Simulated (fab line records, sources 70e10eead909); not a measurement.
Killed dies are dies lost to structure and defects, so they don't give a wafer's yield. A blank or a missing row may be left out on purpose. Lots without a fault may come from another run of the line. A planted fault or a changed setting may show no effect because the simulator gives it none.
Which tool did it? | flow nand_harc | 11 lots, 32 wafers sampled, at 3 steps of a route of 1302

WHAT THE GAUGES READ, wafer by wafer
NHARC_A_BLC_CD_MEAS_10: target cd 100 nm. Usual: cd_nm 100.1 nm, standard deviation 0.58.
lot  | measured     | on        | cd_nm (nm)        | flag
L959 | day 23 03:53 | cd_sem-02 | 101.3 100.7 100.8 |
L961 | day 23 19:17 | cd_sem-02 | 99.8 100.2 100.2  |
L966 | day 25 23:17 | cd_sem-01 | 106.0 100.2 100.4 | OFF
L967 | day 26 19:21 | cd_sem-01 | 105.0 104.7       | OFF
L970 | day 27 06:42 | cd_sem-03 | 105.2 99.9 104.9  | OFF
L972 | day 28 12:20 | cd_sem-02 | 100.3 100.7 100.2 |
L975 | day 30 13:00 | cd_sem-02 | 100.0 100.2 99.4  |
L978 | day 30 18:46 | cd_sem-01 | 100.4 101.0 101.6 |
L979 | day 31 14:16 | cd_sem-03 | 99.2 100.1 99.5   |
L981 | day 32 04:45 | cd_sem-01 | 99.7 100.0 99.7   |
L980 | day 32 06:16 | cd_sem-01 | 98.6 99.4 99.6    |

WHICH TOOL RAN EACH LOT (tool, then ch and the chambers of the sampled wafers, then the start)
lot  | NHARC_A_CONTACT_ETCH_98                       | NHARC_A_BLC_PEB_08
L959 | rie_diel-08 ch 2,3, day 23 03:49 or earlier   | litho_track-04 ch 0, day 23 03:49
L961 | rie_diel-08 ch 0,2,3, day 23 19:12 or earlier | litho_track-04 ch 0, day 23 19:12
L966 | rie_diel-07 ch 1,2,3, day 25 23:13 or earlier | litho_track-04 ch 0, day 25 23:13
L967 | rie_diel-08 ch 3, day 26 19:16 or earlier     | litho_track-04 ch 0, day 26 19:16
L970 | rie_diel-04 ch 0,1,3, day 27 06:37 or earlier | litho_track-04 ch 0, day 27 06:37
L972 | rie_diel-04 ch 2,3, day 28 12:15 or earlier   | litho_track-01 ch 0, day 28 12:15
L975 | rie_diel-08 ch 2,3, day 30 12:55 or earlier   | litho_track-04 ch 0, day 30 12:55
L978 | rie_diel-08 ch 0,3, day 30 18:41 or earlier   | litho_track-04 ch 0, day 30 18:41
L979 | rie_diel-07 ch 1,2, day 31 14:11 or earlier   | litho_track-06 ch 0, day 31 14:11
L981 | rie_diel-07 ch 0,2, day 32 04:40 or earlier   | litho_track-01 ch 0, day 32 04:40
L980 | rie_diel-08 ch 0,1,3, day 32 03:13            | litho_track-06 ch 0, day 32 06:11
- NHARC_A_CONTACT_ETCH_98: etches the open film in C4F6/O2, target depth 20 nm, time 10 s.
- NHARC_A_BLC_PEB_08: peb time 65 s.

WHAT THE TOOLS THEMSELVES READ (means of the sampled wafers that have a number; where no wafer has one, the mark that the record gives instead)
NHARC_A_CONTACT_ETCH_98. Usual: chamber_pressure_mTorr 30.006 mTorr, standard deviation 0.028; drypump_motor_current_A 5.7 A, standard deviation 0.54; oes_product_au 0.952 a.u., standard deviation 0.018; rf_fwd_power_W 587 W, standard deviation 3.1; rf_vpp_V 546.9 V, standard deviation 2.9; showerhead_plenum_p_Torr 3.92 Torr, standard deviation 0.14; throttle_valve_pct 26.902 %, standard deviation 0.0084.
lot  | tool        | chamber_pressure_mTorr (mTorr) | drypump_motor_current_A (A) | oes_product_au (a.u.) | rf_fwd_power_W (W) | rf_vpp_V (V) | showerhead_plenum_p_Torr (Torr) | throttle_valve_pct (%) | flag
L959 | rie_diel-08 | 29.997                         | 5.4                         | 0.946                 | 591                | 543.1        | 3.76                            | 26.900                 |
L961 | rie_diel-08 | 30.010                         | 5.9                         | 0.965                 | 588                | 546.0        | 3.85                            | 26.901                 |
L966 | rie_diel-07 | 30.019                         | 5.5                         | 0.941                 | 585                | 548.3        | 4.01                            | 26.909                 |
L967 | rie_diel-08 | 29.987                         | 5.4                         | 0.955                 | 586                | 542.8        | 3.73                            | 26.892                 |
L970 | rie_diel-04 | 30.030                         | 5.6                         | 0.943                 | 586                | 549.0        | 4.04                            | 26.901                 |
L972 | rie_diel-04 | 30.030                         | 5.7                         | 1.000                 | 589                | 547.6        | 3.93                            | 26.907                 |
L975 | rie_diel-08 | 29.996                         | 5.4                         | 0.943                 | 588                | 543.3        | 3.74                            | 26.904                 |
L978 | rie_diel-08 | 30.004                         | 6.3                         | 0.952                 | 583                | 546.2        | 3.91                            | 26.898                 |
L979 | rie_diel-07 | 29.979                         | 5.7                         | 0.937                 | 587                | 547.7        | 3.98                            | 26.904                 |
L981 | rie_diel-07 | 30.022                         | 5.2                         | 0.941                 | 585                | 543.9        | 3.81                            | 26.904                 |
L980 | rie_diel-08 | 30.032                         | 6.0                         | 0.953                 | 586                | 545.2        | 3.89                            | 26.905                 |

THE ANSWER, worked out from the rows above alone
Rule: a lot is off if the mean of its wafers that have a number lies more than 3 standard deviations from the usual mean. A lot without any number at a reading at which 4 lots or more have one is off too. The other lots that the step has rows for count as sound. The gauges are gone through in route order, then the tools' own readings, and for those a lot's mean is taken as printed above. The first step at which some lot is off is used, and at that step the reading that is off furthest; a lot without a number counts as furthest.
Off: L966, L967, L970, at NHARC_A_BLC_CD_MEAS_10 (cd_nm).
A tool fits if, at a process step before that reading, it ran every lot that is off, and no sound lot after the first of them. The gauges at NHARC_A_BLC_CD_MEAS_10 are tried like those tools. NHARC_A_CONTACT_ETCH_98 gives no start for some lots, so the hours and the order of its lots are those of NHARC_A_BLC_PEB_08. None of those tried fits.

WHAT THE SIMULATOR HAD PUT IN
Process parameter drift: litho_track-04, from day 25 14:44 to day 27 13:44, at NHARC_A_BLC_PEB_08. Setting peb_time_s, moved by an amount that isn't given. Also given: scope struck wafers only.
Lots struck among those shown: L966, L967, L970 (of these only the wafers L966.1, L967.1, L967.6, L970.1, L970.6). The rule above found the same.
